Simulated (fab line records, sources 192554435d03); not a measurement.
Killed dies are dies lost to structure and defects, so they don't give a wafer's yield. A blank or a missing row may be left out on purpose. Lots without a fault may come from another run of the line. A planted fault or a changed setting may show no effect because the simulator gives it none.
Chamber matching | flow n5_finfet | N5_ZERO_LAYER_DESCUM_16 on rie_diel-01: 4 sister chambers
The step chemistry O2, time 7.9 s. 24 wafers are shown with their chamber, then 12 later ones without.

WAFERS WITH THEIR CHAMBER
wafer  | chamber | drypump_motor_current_A (A) | showerhead_plenum_p_Torr (Torr) | throttle_valve_pct (%)
L075.1 | 1       | 5.7                         | 2.24                            | 20.39
L075.2 | 0       | 5.7                         | 2.07                            | 20.39
L075.3 | 2       | 5.8                         | 2.09                            | 21.13
L076.2 | 2       | 5.8                         | 2.09                            | 21.13
L076.3 | 0       | 5.6                         | 2.07                            | 20.39
L076.6 | 2       | 5.8                         | 2.09                            | 21.12
L079.3 | 1       | 5.7                         | 2.24                            | 20.41
L079.4 | 0       | 5.6                         | 2.07                            | 20.42
L079.5 | 3       | 6.2                         | 2.07                            | 20.28
L082.2 | 0       | 5.6                         | 2.07                            | 20.42
L082.3 | 1       | 5.7                         | 2.24                            | 20.40
L082.6 | 2       | 5.8                         | 2.09                            | 20.72
L085.2 | 0       | 5.6                         | 2.07                            | 20.43
L085.3 | 3       | 6.2                         | 2.07                            | 20.32
L085.6 | 1       | 5.7                         | 2.23                            | 20.43
L088.1 | 1       | 5.7                         | 2.23                            | 20.41
L088.4 | 3       | 6.2                         | 2.06                            | 20.31
L088.5 | 1       | 5.7                         | 2.23                            | 20.43
L089.2 | 3       | 6.2                         | 2.06                            | 20.33
L089.5 | 3       | 6.2                         | 2.06                            | 20.32
L089.6 | 2       | 5.8                         | 2.09                            | 20.73
L090.2 | 3       | 6.2                         | 2.06                            | 20.32
L090.3 | 0       | 5.6                         | 2.06                            | 20.42
L090.5 | 1       | 5.7                         | 2.23                            | 20.41

SIGNATURES (means of the wafers above)
reading                  | chamber 0 | chamber 1 | chamber 2 | chamber 3 | scatter within a chamber
drypump_motor_current_A  | 5.617     | 5.700     | 5.800     | 6.200     | 0.0204
showerhead_plenum_p_Torr | 2.0683    | 2.2343    | 2.0900    | 2.0633    | 0.00441
throttle_valve_pct       | 20.4117   | 20.4114   | 20.9660   | 20.3133   | 0.0995
Rule: a wafer's distance from a chamber is the root of the sum, over the readings, of the square of ((its reading less the chamber's mean) divided by the reading's scatter). The wafer belongs to the nearest chamber; if the next one is less than 2 further off, it can't be placed. The scatter: the root of (the sum of the squares of (reading less its chamber's mean) over the shown wafers, divided by (wafers less chambers)).

WAFERS WITHOUT THEIR CHAMBER
wafer  | drypump_motor_current_A (A) | showerhead_plenum_p_Torr (Torr) | throttle_valve_pct (%)
L091.1 | 5.8                         | 2.08                            | 20.73
L091.3 | 5.6                         | 2.06                            | 20.44
L091.5 | 5.8                         | 2.08                            | 20.76
L093.3 | 5.6                         | 2.06                            | 20.45
L093.5 | 5.8                         | 2.08                            | 20.76
L093.6 | 6.2                         | 2.06                            | 20.33
L097.1 | 5.6                         | 2.06                            | 20.47
L097.2 | 5.7                         | 2.23                            | 20.44
L097.3 | 5.8                         | 2.08                            | 20.75
L097.4 | 5.8                         | 2.08                            | 20.77
L097.5 | 5.7                         | 2.06                            | 20.47
L097.6 | 5.7                         | 2.23                            | 20.44

WHICH CHAMBER EACH WENT THROUGH
wafer  | from the rows above | in truth
L091.1 | 2                   | 2
L091.3 | 0                   | 0
L091.5 | 2                   | 2
L093.3 | 0                   | 0
L093.5 | 2                   | 2
L093.6 | 3                   | 3
L097.1 | 0                   | 0
L097.2 | 1                   | 1
L097.3 | 2                   | 2
L097.4 | 2                   | 2
L097.5 | 0                   | 0
L097.6 | 1                   | 1
Placed correctly: 12 of 12. Can't be placed from these rows: 0. Placed wrongly: 0.
